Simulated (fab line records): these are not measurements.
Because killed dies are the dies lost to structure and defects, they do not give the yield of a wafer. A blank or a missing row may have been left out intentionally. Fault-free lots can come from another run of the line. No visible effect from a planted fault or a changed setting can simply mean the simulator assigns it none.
Chamber matching + flow n5_finfet + N5_BEOL_M0_SAQP_ETCH_49 on rie_diel-01 has 4 sister chambers
The step etches SiO2 in CF4/O2, target depth 37 nm. 4 wafers are shown with their chamber, then 9 later ones without.

== WAFERS, EACH WITH ITS CHAMBER ==
| wafer  | chamber | drypump_motor_current_A (A) |
|--------|---------|-----------------------------|
| L083.5 | 0       | 5.08                        |
| L085.1 | 3       | 5.67                        |
| L085.2 | 1       | 5.57                        |
| L085.6 | 2       | 5.66                        |

== WAFERS WITHOUT THEIR CHAMBER ==
| wafer  | drypump_motor_current_A (A) |
|--------|-----------------------------|
| L091.3 | 5.66                        |
| L091.4 | 5.66                        |
| L091.5 | 5.70                        |
| L094.1 | 5.68                        |
| L094.2 | 5.07                        |
| L094.4 | 5.67                        |
| L096.1 | 5.69                        |
| L096.2 | 5.60                        |
| L096.3 | 5.05                        |

== WHICH CHAMBER EACH ONE RAN IN ==
| wafer  | from the rows above     | in truth |
|--------|-------------------------|----------|
| L091.3 | can't be placed: 2 or 3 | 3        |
| L091.4 | can't be placed: 2 or 3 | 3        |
| L091.5 | can't be placed: 3 or 2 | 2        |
| L094.1 | can't be placed: 3 or 2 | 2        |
| L094.2 | 0                       | 0        |
| L094.4 | can't be placed: 3 or 2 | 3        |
| L096.1 | can't be placed: 3 or 2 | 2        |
| L096.2 | can't be placed: 1 or 2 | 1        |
| L096.3 | 0                       | 0        |
Correct placement for 2 of the 9. These rows do not allow placing 7 (true chamber among the candidates in 7). Wrongly placed: 0.
How it was worked out, from the rows above alone: a wafer's distance from a chamber is the root of the sum, over the readings, of the square of ((its reading less the chamber's mean) divided by the reading's scatter). The wafer belongs to the nearest chamber; if the next one is less than 2 further off, it can't be placed. For every chamber, the mean is computed from those of its wafers that are shown. The scatter: root of mean squared gap, hidden wafer to nearest shown wafer, with one shown wafer a chamber.
